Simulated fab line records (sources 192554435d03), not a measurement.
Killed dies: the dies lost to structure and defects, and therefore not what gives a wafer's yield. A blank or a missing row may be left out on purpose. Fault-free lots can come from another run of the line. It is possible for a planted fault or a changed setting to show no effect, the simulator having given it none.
Split-lot trial + flow n5Finfet + 21 wafers read across 7 lots, on a route 1938 steps long

THE SPLIT
At N5_BEOL_M13_COAT_04 (resist thk 400 nm), the setting spinRpm was moved away from the recipe's 1625 rpm on 4 of the 21 wafers read, by +2.8% to +11.1%. All remaining wafers had this setting at the recipe value.

FROM THE SPLIT TO THE READING: what the file shows between them, 4 steps
- N5_BEOL_M13_EBR_06
- N5_BEOL_M13_SOFTBAKE_05: time 60 s
- N5_BEOL_M13_DESCUM_15: chemistry O2, time 7.9 s
- N5_BEOL_M13_ETCH_59: etches BARC in N2/H2, target depth 89 nm, overetch 26.7 nm, time 67.9 s

THE READING
coat_of_BEOL_M13_COAT_04.thkNm (the simulator's own value, which no gauge read), in nm, at N5_BEOL_M13_VIA_ETCH_16 (etches SiOC in C4F8/O2/Ar, target depth 921.7 nm). No usual value for it is given in the file. Across the 17 wafers here that went through the recipe, the average is 71.6 nm and the standard deviation 3.9 nm.

| wafer  | tool, chamber at the split | spinRpm as run, rpm | against the recipe | coat_of_BEOL_M13_COAT_04.thkNm, nm | against lot-mates on the recipe |
|--------|----------------------------|---------------------|--------------------|------------------------------------|---------------------------------|
| L077.1 | lithoTrack-04, 0           | 1625                | recipe             | 76.6                               | -                               |
| L077.4 | lithoTrack-04, 0           | 1625                | recipe             | 72.4                               | -                               |
| L077.5 | lithoTrack-04, 0           | 1625                | recipe             | 72                                 | -                               |
| L081.1 | lithoTrack-02, 0           | 1625                | recipe             | 74.2                               | -                               |
| L081.2 | lithoTrack-02, 0           | 1625                | recipe             | 72.2                               | -                               |
| L081.3 | lithoTrack-02, 0           | 1671                | +2.8%              | 68.4                               | -4.8                            |
| L083.1 | lithoTrack-03, 0           | 1625                | recipe             | 69.8                               | -                               |
| L083.3 | lithoTrack-03, 0           | 1625                | recipe             | 65.6                               | -                               |
| L083.4 | lithoTrack-03, 0           | 1625                | recipe             | 63.8                               | -                               |
| L085.1 | lithoTrack-03, 0           | 1625                | recipe             | 70.2                               | -                               |
| L085.3 | lithoTrack-03, 0           | 1805                | +11.1%             | 49                                 | -19.6                           |
| L085.4 | lithoTrack-03, 0           | 1625                | recipe             | 67                                 | -                               |
| L096.1 | lithoTrack-04, 0           | 1625                | recipe             | 71.4                               | -                               |
| L096.2 | lithoTrack-04, 0           | 1625                | recipe             | 76.2                               | -                               |
| L096.5 | lithoTrack-04, 0           | 1625                | recipe             | 73.4                               | -                               |
| L095.1 | lithoTrack-02, 0           | 1625                | recipe             | 71.4                               | -                               |
| L095.5 | lithoTrack-02, 0           | 1717                | +5.7%              | 56.6                               | -14.8                           |
| L095.6 | lithoTrack-02, 0           | 1717                | +5.7%              | 54.8                               | -16.6                           |
| L097.3 | lithoTrack-04, 0           | 1625                | recipe             | 79.8                               | -                               |
| L097.5 | lithoTrack-04, 0           | 1625                | recipe             | 69.4                               | -                               |
| L097.6 | lithoTrack-04, 0           | 1625                | recipe             | 72                                 | -                               |

THE FIT
A straight line over all 21 wafers: coat_of_BEOL_M13_COAT_04.thkNm changes by -2.25 nm for each +1% of spinRpm; r = -0.86; the points scatter about the line by 3.9 nm.
The same after taking each lot's own level away (the mean of its wafers on the recipe; 21 wafers): -2.08 nm for each +1%; r = -0.91; scatter 2.8 nm.
On that fit, the largest move of spinRpm shifts the reading by 23 nm.
Measured against the standard deviation above, the lots' own levels, which go from 66.40 to 73.73 nm, span 1.9 times it.
The two slopes are in agreement: the lot-to-lot level therefore moves the slope only a little.
Check: with one of the wafers moved furthest among these (+11.1%) left out of the fit, the line predicts -29.5 nm for it against its lot-mates. Against them it came out at -19.6 nm.

THESE WAFERS: OTHER SPLITS
Note: prior to the reading, these wafers also went through further splits. Each is held against what the fit with the lots' levels taken away leaves over:
| other split on the same wafers     | wafers away from the commonest value | r with coat_of_BEOL_M13_COAT_04.thkNm (lot level and that fit taken away) |
|------------------------------------|--------------------------------------|---------------------------------------------------------------------------|
| N5_BEOL_M11_TRENCH_ETCH_37 sourceW | 5                                    | -0.03                                                                     |
| N5_BEOL_M11_ALD_74 aldCycles       | 9                                    | -0.10                                                                     |
| N5_BEOL_M13_COAT_58 spinRpm        | 2                                    | +0.06                                                                     |

THE WHOLE CHAIN: every reading that the file lists as answering this split, in the file's order
| step                    | what it does                                                            | reading                                                                         | change (the file's fit)              | r (the file's) |
|-------------------------|-------------------------------------------------------------------------|---------------------------------------------------------------------------------|--------------------------------------|----------------|
| N5_BEOL_M13_COAT_04     | resist thk 400 nm                                                       | coat_of_BEOL_M13_COAT_04.thkNm (the simulator's own value, which no gauge read) | -1.79 nm for each +1% of the setting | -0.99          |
| N5_BEOL_M13_ETCH_59     | etches BARC in N2/H2, target depth 89 nm, overetch 26.7 nm, time 67.9 s | coat_of_BEOL_M13_COAT_04.thkNm (the simulator's own value, which no gauge read) | -1.87 nm for each +1% of the setting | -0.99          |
| N5_BEOL_M13_VIA_ETCH_16 | etches SiOC in C4F8/O2/Ar, target depth 921.7 nm                        | coat_of_BEOL_M13_COAT_04.thkNm (the simulator's own value, which no gauge read) | -1.96 nm for each +1% of the setting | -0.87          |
| N5_BEOL_M13_STRIP_63    | strips in N2/H2                                                         | stripTimeToEndpointS                                                            | withheld for each +1% of the setting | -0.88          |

FILE'S OWN FIT
coat_of_BEOL_M13_COAT_04.thkNm changes by -1.96 nm for each +1% of spinRpm, r = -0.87.
